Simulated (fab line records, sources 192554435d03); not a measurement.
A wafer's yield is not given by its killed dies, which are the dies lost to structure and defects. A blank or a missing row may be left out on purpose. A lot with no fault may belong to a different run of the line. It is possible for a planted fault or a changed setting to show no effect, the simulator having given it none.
One fault seen from 2 desks + flow n5 finfet + numbers are kept per desk, each desk with only its own; the story behind them comes last

## METROLOGY DESK
What the gauges read, lot by lot, whatever tool the lot ran on: means of the sampled wafers that have a number. Any lot whose mean is over 4 standard deviations away from the usual mean is out of limits and marked OUT; that distance is given in the brackets. Only the readings that lie furthest out on some lot appear, 7 of the 15 it has.
Columns: A = IOFF_N at N5_BEOL_M4_RC_MEAS_101, usual 0.144 nA/um; B = IOFF_N_85C at N5_BEOL_M4_RC_MEAS_101, usual 2.8 nA/um; C = IOFF_N_LIN at N5_BEOL_M4_RC_MEAS_101, usual 0.068 nA/um; D = IOFF_N_LONG at N5_BEOL_M4_RC_MEAS_101, usual 5.58e-05 nA/um; E = IOFF_P at N5_BEOL_M4_RC_MEAS_101, usual 0.19 nA/um; F = IOFF_P_85C at N5_BEOL_M4_RC_MEAS_101, usual 3.4 nA/um; G = IOFF_P_LIN at N5_BEOL_M4_RC_MEAS_101, usual 0.094 nA/um
| lot  | first seen here | A     | B   | C     | D        | E    | F   | G     |
|------|-----------------|-------|-----|-------|----------|------|-----|-------|
| L479 | day 9 00:25     | 0.131 | 2.6 | 0.064 | 5.80e-05 | 0.18 | 3.2 | 0.090 |
| L480 | day 9 18:31     | 0.109 | 2.2 | 0.055 | 4.92e-05 | 0.16 | 2.8 | 0.077 |
| L481 | day 9 22:12     | 0.134 | 2.7 | 0.063 | 5.51e-05 | 0.21 | 3.6 | 0.098 |
| L484 | day 10 21:05    | 0.098 | 2.0 | 0.048 | 5.40e-05 | 0.13 | 2.5 | 0.071 |
| L487 | day 11 00:54    | 0.228 | 4.1 | 0.104 | 6.16e-05 | 0.29 | 4.7 | 0.129 |
| L498 | day 13 21:32    | 0.123 | 2.5 | 0.062 | 5.91e-05 | 0.18 | 3.1 | 0.089 |
| L494 | day 14 03:11    | 0.134 | 2.7 | 0.064 | 5.34e-05 | 0.19 | 3.4 | 0.092 |
| L499 | day 14 06:23    | 0.151 | 2.9 | 0.071 | 5.52e-05 | 0.21 | 3.6 | 0.101 |
| L500 | day 14 12:19    | 0.137 | 2.7 | 0.065 | 5.51e-05 | 0.20 | 3.4 | 0.096 |
| L501 | day 15 05:55    | 0.181 | 3.5 | 0.081 | 5.37e-05 | 0.23 | 3.9 | 0.101 |
Finding of this desk: none of the 10 lots has anything out of limits.

## DESK OF THE TOOL OWNER: plasma asher-02
The tool's own readings at N5_STI_FIN_REVEAL_OXIDATION_31 (chemistry O2 PLASMA REMOTE, time 20 s): means of the sampled wafers that have a number, for each lot that ran on this tool. Any lot whose mean is over 4 standard deviations away from the usual mean is out of limits and marked OUT; that distance is given in the brackets.
Columns: A = drypump motor current A at N5_STI_FIN_REVEAL_OXIDATION_31, usual 5.9 A; B = heater power w at N5_STI_FIN_REVEAL_OXIDATION_31, usual 146 W
| lot  | first seen here | A   | B   |
|------|-----------------|-----|-----|
| L479 | day 2 17:52     | 6.0 | 152 |
| L480 | day 3 01:17     | 6.0 | 144 |
| L481 | day 3 06:59     | 6.0 | 145 |
| L487 | day 4 18:44     | 6.0 | 148 |
| L498 | day 7 11:31     | 6.0 | 144 |
Finding of this desk: none of the 5 lots has anything out of limits.

## TAKEN TOGETHER
From the metrology desk's view, nothing was out of limits.
Nothing out of limits was seen by the tool owner's desk.

## WHAT WAS PUT IN BY THE SIMULATOR
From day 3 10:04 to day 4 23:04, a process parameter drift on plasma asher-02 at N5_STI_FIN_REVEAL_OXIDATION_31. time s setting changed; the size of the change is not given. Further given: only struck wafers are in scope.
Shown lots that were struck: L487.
